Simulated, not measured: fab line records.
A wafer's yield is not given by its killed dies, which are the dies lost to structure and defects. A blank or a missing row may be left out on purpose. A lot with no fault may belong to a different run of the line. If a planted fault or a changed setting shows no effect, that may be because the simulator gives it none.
What tool caused it? ; flow n5Finfet ; Sampling: 24 lots, 72 wafers, 4 of 1938 route steps

== WHAT THE GAUGES READ, wafer by wafer ==
N5_BEOL_M4_CD_MEAS_11 targets a cd of 16.79 nm.
lot;measured;on;cdNm (nm)
L074;day 7 03:16;cdSem-03;17.04 16.94 16.58
L075;day 7 14:26;cdSem-02;16.70 16.48 16.60
L076;day 7 22:47;cdSem-01;17.12 16.90 17.50
L077;day 7 23:57;cdSem-02;16.83 16.57 16.76
L078;day 8 01:21;cdSem-02;16.45 16.78 16.99
L079;day 8 10:01;cdSem-01;17.00 16.76 16.97
L080;day 8 16:53;cdSem-03;16.63 16.24 16.46
L081;day 9 07:10;cdSem-02;16.54 17.04 16.95
L082;day 9 20:43;cdSem-02;17.03 16.88 16.84
L083;day 10 08:10;cdSem-02;16.65 17.15 16.75
L084;day 10 13:08;cdSem-01;16.60 16.93 16.75
L085;day 10 16:05;cdSem-03;16.57 16.97 17.07
L086;day 10 19:45;cdSem-01;16.76 17.05 16.96
L088;day 10 21:01;cdSem-03;17.03 16.65 17.01
L087;day 10 21:10;cdSem-02;16.63 16.92 16.64
L089;day 11 04:10;cdSem-02;16.85 16.62 16.90
L090;day 11 04:23;cdSem-03;16.77 17.35 16.79
L091;day 12 05:20;cdSem-01;16.62 16.91 17.28
L092;day 12 09:11;cdSem-01;16.49 16.81 17.09
L094;day 12 11:42;cdSem-02;17.25 17.11 16.70
L093;day 12 12:43;cdSem-03;16.82 17.02 16.83
L095;day 13 02:05;cdSem-01;16.95 16.82 16.56
L096;day 13 06:01;cdSem-02;16.74 17.28 16.78
L097;day 13 06:11;cdSem-02;16.89 17.65 17.12

== WHAT TOOL EACH LOT RAN ON (gives the tool, then ch and the chambers of the sampled wafers, and finally the start) ==
lot;N5_BEOL_M3_ANNEAL_49;N5_BEOL_M3_ANNEAL_91;N5_BEOL_M3_SPUTTER_94
L074;pvdSputter-03, day 6 23:05;pvdSputter-03, day 7 00:11;pvdSputter-03, day 7 00:32
L075;pvdSputter-03, day 7 10:28;pvdSputter-03, day 7 11:34;pvdSputter-03, day 7 11:55
L076;pvdSputter-03, day 7 17:35;pvdSputter-03, day 7 18:41;pvdSputter-03, day 7 19:03
L077;pvdSputter-02, day 7 19:17;pvdSputter-02, day 7 20:23;pvdSputter-02, day 7 20:44
L078;pvdSputter-02, day 7 21:24;pvdSputter-02, day 7 22:30;pvdSputter-02, day 7 22:52
L079;pvdSputter-03, day 8 04:38;pvdSputter-03, day 8 05:44;pvdSputter-03, day 8 06:06
L080;pvdSputter-02, day 8 11:44;pvdSputter-02, day 8 12:50;pvdSputter-02, day 8 13:12
L081;pvdSputter-02, day 9 03:05;pvdSputter-02, day 9 04:11;pvdSputter-02, day 9 04:32
L082;pvdSputter-02, day 9 16:47;pvdSputter-02, day 9 17:53;pvdSputter-02, day 9 18:14
L083;pvdSputter-03, day 10 03:31;pvdSputter-03, day 10 04:37;pvdSputter-03, day 10 04:58
L084;pvdSputter-03, day 10 09:09;pvdSputter-03, day 10 10:15;pvdSputter-03, day 10 10:37
L085;pvdSputter-03, day 10 10:59;pvdSputter-03, day 10 12:05;pvdSputter-03, day 10 12:27
L086;pvdSputter-02, day 10 13:50;pvdSputter-02, day 10 14:56;pvdSputter-02, day 10 15:18
L088;pvdSputter-01, day 10 16:55;pvdSputter-01, day 10 18:01;pvdSputter-01, day 10 18:23
L087;pvdSputter-03, day 10 16:59;pvdSputter-03, day 10 18:05;pvdSputter-03, day 10 18:27
L089;pvdSputter-02, day 10 23:25;pvdSputter-02, day 11 00:31;pvdSputter-02, day 11 00:52
L090;pvdSputter-01, day 11 00:10;pvdSputter-01, day 11 01:16;pvdSputter-01, day 11 01:37
L091;pvdSputter-01, day 12 01:24;pvdSputter-01, day 12 02:30;pvdSputter-01, day 12 02:52
L092;pvdSputter-02, day 12 05:28;pvdSputter-02, day 12 06:34;pvdSputter-02, day 12 06:55
L094;pvdSputter-02, day 12 07:18;pvdSputter-02, day 12 08:24;pvdSputter-02, day 12 08:46
L093;pvdSputter-01, day 12 09:22;pvdSputter-01, day 12 10:28;pvdSputter-01, day 12 10:49
L095;pvdSputter-02, day 12 21:43;pvdSputter-02, day 12 22:49;pvdSputter-02, day 12 23:11
L096;pvdSputter-01, day 13 02:16;pvdSputter-01, day 13 03:22;pvdSputter-01, day 13 03:43
L097;pvdSputter-02, day 13 02:24;pvdSputter-02, day 13 03:30;pvdSputter-02, day 13 03:52
- N5_BEOL_M3_ANNEAL_49: time 240 s.
- N5_BEOL_M3_ANNEAL_91: time 240 s.
- N5_BEOL_M3_SPUTTER_94: material Cu, target thk 4.5 nm, time 8.29 s.

== WHAT THE TOOLS THEMSELVES READ (means of the sampled wafers that have a number; where no wafer has one, the mark that the record gives instead) ==
N5_BEOL_M3_ANNEAL_49.
lot;tool;heaterPowerW (W)
L074;pvdSputter-03;924
L075;pvdSputter-03;957
L076;pvdSputter-03;883
L077;pvdSputter-02;830
L078;pvdSputter-02;840
L079;pvdSputter-03;933
L080;pvdSputter-02;842
L081;pvdSputter-02;828
L082;pvdSputter-02;810
L083;pvdSputter-03;889
L084;pvdSputter-03;866
L085;pvdSputter-03;899
L086;pvdSputter-02;844
L088;pvdSputter-01;804
L087;pvdSputter-03;837
L089;pvdSputter-02;819
L090;pvdSputter-01;806
L091;pvdSputter-01;765
L092;pvdSputter-02;851
L094;pvdSputter-02;804
L093;pvdSputter-01;774
L095;pvdSputter-02;796
L096;pvdSputter-01;770
L097;pvdSputter-02;852

N5_BEOL_M3_ANNEAL_91.
lot;tool;heaterPowerW (W)
L074;pvdSputter-03;936
L075;pvdSputter-03;951
L076;pvdSputter-03;891
L077;pvdSputter-02;838
L078;pvdSputter-02;834
L079;pvdSputter-03;933
L080;pvdSputter-02;839
L081;pvdSputter-02;822
L082;pvdSputter-02;828
L083;pvdSputter-03;888
L084;pvdSputter-03;860
L085;pvdSputter-03;907
L086;pvdSputter-02;831
L088;pvdSputter-01;792
L087;pvdSputter-03;816
L089;pvdSputter-02;816
L090;pvdSputter-01;807
L091;pvdSputter-01;762
L092;pvdSputter-02;847
L094;pvdSputter-02;791
L093;pvdSputter-01;771
L095;pvdSputter-02;799
L096;pvdSputter-01;767
L097;pvdSputter-02;868

N5_BEOL_M3_SPUTTER_94.
lot;tool;chuckSensorTempC (C);throttleValvePct (%)
L074;pvdSputter-03;-16.1;30.3
L075;pvdSputter-03;-15.7;31.7
L076;pvdSputter-03;-15.6;30.9
L077;pvdSputter-02;-15.9;29.8
L078;pvdSputter-02;-15.8;29.7
L079;pvdSputter-03;-16.0;30.4
L080;pvdSputter-02;-15.9;29.6
L081;pvdSputter-02;-15.7;30.8
L082;pvdSputter-02;-15.7;30.8
L083;pvdSputter-03;-16.1;29.4
L084;pvdSputter-03;-15.8;29.7
L085;pvdSputter-03;-15.8;30.9
L086;pvdSputter-02;-15.6;29.5
L088;pvdSputter-01;-16.2;30.1
L087;pvdSputter-03;-15.6;30.1
L089;pvdSputter-02;-16.0;28.9
L090;pvdSputter-01;-16.2;30.0
L091;pvdSputter-01;-16.3;30.4
L092;pvdSputter-02;-15.8;29.6
L094;pvdSputter-02;-16.1;30.0
L093;pvdSputter-01;-16.4;29.9
L095;pvdSputter-02;-16.2;30.2
L096;pvdSputter-01;-16.2;30.5
L097;pvdSputter-02;-15.6;30.4

== THE ANSWER, worked out from the rows above alone ==
Rule: the usual values come from the lots themselves. The widest of any qualifying gaps counts: lots, ordered by their means at a reading, are off when they make up no more than a third of the lots, leave a main group of 4 or more, and stand apart from it by 3 or more times the standard deviation of that group's means. A main group is skipped when, at the precision printed for the reading in the tables above, its means are all equal. Also off: a lot with no number at a reading for which 4 or more lots have one. The other lots that the step has rows for count as sound. After the gauges, taken in route order, come the tools' own readings; for these a lot's mean is taken, as printed above. The first step at which some lot is off is used, and at that step the reading that is off furthest; a lot without a number counts as furthest.
Nothing can be told from this: no lot is off at any reading shown.

== WHAT THE SIMULATOR HAD PUT IN ==
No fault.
